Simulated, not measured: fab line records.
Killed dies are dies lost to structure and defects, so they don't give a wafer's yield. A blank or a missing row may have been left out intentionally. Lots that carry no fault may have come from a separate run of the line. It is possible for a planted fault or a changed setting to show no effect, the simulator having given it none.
Matching of chambers + flow n5Finfet + rieSi-05 running N5_FIN_CUT_CUT_ETCH_15: 4 sister chambers
The step etches Si in HBr/Cl2/O2, target depth 100 nm, bt time 10 s, time 42.4 s. 4 wafers are shown with their chamber, then 10 later ones without.

WAFERS PAIRED WITH THEIR CHAMBERS
| wafer  | chamber | throttleValvePct (%) |
|--------|---------|----------------------|
| L086.5 | 2       | 37.12                |
| L086.6 | 3       | 37.73                |
| L087.2 | 0       | 37.08                |
| L087.3 | 1       | 37.18                |

WAFERS WHOSE CHAMBER IS MISSING
| wafer  | throttleValvePct (%) |
|--------|----------------------|
| L087.5 | 37.15                |
| L090.1 | 37.19                |
| L090.3 | 37.10                |
| L090.4 | 37.10                |
| L094.2 | 37.10                |
| L094.4 | 37.72                |
| L094.5 | 37.10                |
| L095.2 | 37.13                |
| L095.3 | 37.74                |
| L095.4 | 37.73                |

WHICH CHAMBER EACH ONE RAN IN
| wafer  | from the rows above     | in truth |
|--------|-------------------------|----------|
| L087.5 | can't be placed: 1 or 2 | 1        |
| L090.1 | 1                       | 1        |
| L090.3 | can't be placed: 2 or 0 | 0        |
| L090.4 | can't be placed: 2 or 0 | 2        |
| L094.2 | can't be placed: 2 or 0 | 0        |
| L094.4 | 3                       | 3        |
| L094.5 | can't be placed: 2 or 0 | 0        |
| L095.2 | 2                       | 2        |
| L095.3 | 3                       | 3        |
| L095.4 | 3                       | 3        |
Correct placement for 5 of the 10. From these rows, 5 cannot be placed; in 5 the true chamber is one of the candidates. 0 placed wrongly.
How it was worked out, from the rows above alone: a wafer's distance from a chamber is the root of the sum, over the readings, of the square of ((its reading less the chamber's mean) divided by the reading's scatter). If the next closest chamber is less than 2 further off than the closest, the wafer can't be placed; otherwise it belongs to the closest. A chamber's mean is the mean of its shown wafers. The scatter (one wafer shown for each chamber): square how far every hidden wafer sits from the nearest shown wafer, average those squares and take the square root.
